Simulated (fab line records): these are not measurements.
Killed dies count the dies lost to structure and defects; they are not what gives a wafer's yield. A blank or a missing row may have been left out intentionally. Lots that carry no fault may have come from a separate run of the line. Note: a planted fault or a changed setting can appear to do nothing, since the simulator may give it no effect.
Tool commonality check || flow nandHarc || Sampled: 11 lots, 33 wafers

== THE REASON FOR OPENING IT ==
Flagged at NHARC_A_M0_CD_MEAS_09: reading cdNm, on 4 of 11 lots. No-fault wafers: 80.0 nm, standard deviation 0.57.
Rule: a lot gets a flag if all its wafers with a number sit over 4 standard deviations from that mean, or if no wafer of it has a number. The rest of the lots are taken to be sound.

{"lot": "L645", "measured": "day 22 23:44", "on": "cdSem-01", "cdNm (nm), wafer by wafer": "80.2 80.1 79.8", "flag": ""}
{"lot": "L646", "measured": "day 24 00:14", "on": "cdSem-01", "cdNm (nm), wafer by wafer": "79.1 80.0 78.8", "flag": ""}
{"lot": "L647", "measured": "day 24 00:53", "on": "cdSem-03", "cdNm (nm), wafer by wafer": "79.8 80.0 79.2", "flag": ""}
{"lot": "L648", "measured": "day 24 13:26", "on": "cdSem-02", "cdNm (nm), wafer by wafer": "81.3 80.2 81.5", "flag": ""}
{"lot": "L654", "measured": "day 27 09:35", "on": "cdSem-01", "cdNm (nm), wafer by wafer": "95.8 96.1 95.8", "flag": "FLAGGED"}
{"lot": "L655", "measured": "day 27 12:32", "on": "cdSem-01", "cdNm (nm), wafer by wafer": "93.2 92.8 93.2", "flag": "FLAGGED"}
{"lot": "L656", "measured": "day 27 14:53", "on": "cdSem-03", "cdNm (nm), wafer by wafer": "89.8 90.3 89.7", "flag": "FLAGGED"}
{"lot": "L657", "measured": "day 28 07:26", "on": "cdSem-02", "cdNm (nm), wafer by wafer": "91.5 91.3 91.3", "flag": "FLAGGED"}
{"lot": "L662", "measured": "day 30 11:44", "on": "cdSem-01", "cdNm (nm), wafer by wafer": "80.4 81.0 80.1", "flag": ""}
{"lot": "L664", "measured": "day 31 11:24", "on": "cdSem-02", "cdNm (nm), wafer by wafer": "79.8 79.5 79.9", "flag": ""}
{"lot": "L666", "measured": "day 31 17:58", "on": "cdSem-03", "cdNm (nm), wafer by wafer": "79.7 79.0 79.8", "flag": ""}
On average the flagged lots' numbers are 92.6 nm, which is +12.6 nm against the usual, or +22 standard deviations.

== EACH LOT AND THE TOOL IT RAN ON ==
The record holds 1 process step before the reading, out of a route of 1302 steps. Cell contents, in order: the tool; ch with the chambers the sampled wafers went through; the start.
{"lot": "L645", "flag": "", "NHARC_A_M0_EXPOSE_06": "arfiScanner-01 ch 0, day 22 23:36"}
{"lot": "L646", "flag": "", "NHARC_A_M0_EXPOSE_06": "arfiScanner-02 ch 0, day 24 00:06"}
{"lot": "L647", "flag": "", "NHARC_A_M0_EXPOSE_06": "arfiScanner-02 ch 0, day 24 00:45"}
{"lot": "L648", "flag": "", "NHARC_A_M0_EXPOSE_06": "arfiScanner-03 ch 0, day 24 13:18"}
{"lot": "L654", "flag": "FLAGGED", "NHARC_A_M0_EXPOSE_06": "arfiScanner-02 ch 0, day 27 09:27"}
{"lot": "L655", "flag": "FLAGGED", "NHARC_A_M0_EXPOSE_06": "arfiScanner-02 ch 0, day 27 12:24"}
{"lot": "L656", "flag": "FLAGGED", "NHARC_A_M0_EXPOSE_06": "arfiScanner-02 ch 0, day 27 14:44"}
{"lot": "L657", "flag": "FLAGGED", "NHARC_A_M0_EXPOSE_06": "arfiScanner-02 ch 0, day 28 07:17"}
{"lot": "L662", "flag": "", "NHARC_A_M0_EXPOSE_06": "arfiScanner-03 ch 0, day 30 11:35"}
{"lot": "L664", "flag": "", "NHARC_A_M0_EXPOSE_06": "arfiScanner-01 ch 0, day 31 11:16"}
{"lot": "L666", "flag": "", "NHARC_A_M0_EXPOSE_06": "arfiScanner-01 ch 0, day 31 17:50"}
What these steps do:
- NHARC_A_M0_EXPOSE_06: exposes mask A M0, target cd 80 nm.
- NHARC_A_M0_CD_MEAS_09: target cd 80 nm.

== FLAGGED OVER TOTAL, TOOL BY TOOL (the gauges that took the reading come last) ==
{"step": "NHARC_A_M0_EXPOSE_06", "tool": "arfiScanner-01", "lots run": 3, "flagged": 0, "share of the flagged lots": "none", "sound lots run after its first flagged lot": "-"}
{"step": "NHARC_A_M0_EXPOSE_06", "tool": "arfiScanner-02", "lots run": 6, "flagged": 4, "share of the flagged lots": "all", "sound lots run after its first flagged lot": 0}
{"step": "NHARC_A_M0_EXPOSE_06", "tool": "arfiScanner-03", "lots run": 2, "flagged": 0, "share of the flagged lots": "none", "sound lots run after its first flagged lot": "-"}
{"step": "NHARC_A_M0_CD_MEAS_09", "tool": "cdSem-01", "lots run": 5, "flagged": 2, "share of the flagged lots": "some", "sound lots run after its first flagged lot": "1 (L662)"}
{"step": "NHARC_A_M0_CD_MEAS_09", "tool": "cdSem-02", "lots run": 3, "flagged": 1, "share of the flagged lots": "some", "sound lots run after its first flagged lot": "1 (L664)"}
{"step": "NHARC_A_M0_CD_MEAS_09", "tool": "cdSem-03", "lots run": 3, "flagged": 1, "share of the flagged lots": "some", "sound lots run after its first flagged lot": "1 (L666)"}

== THE TABLE: WHAT IT ALLOWS ==
1 row of the table ran every flagged lot: arfiScanner-02 at NHARC_A_M0_EXPOSE_06.
- arfiScanner-02 at NHARC_A_M0_EXPOSE_06: 4 of its 6 lots flagged. A fault beginning between L647 (day 24 00:45), its last sound lot, and L654 (day 27 09:27), its first flagged one, fits the data. Its own readings lie more than 4 standard deviations out on every wafer of the flagged lots: exposureDoseMJCm2.
What remains is a single tool, arfiScanner-02 at NHARC_A_M0_EXPOSE_06.

== WHAT THE SIMULATOR PUT IN ==
Drift in process parameters on arfiScanner-02 at NHARC_A_M0_EXPOSE_06, starting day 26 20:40. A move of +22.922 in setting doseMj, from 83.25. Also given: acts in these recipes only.
Struck lots among those shown: L654, L655, L656, L657. The same result came from the rule above.
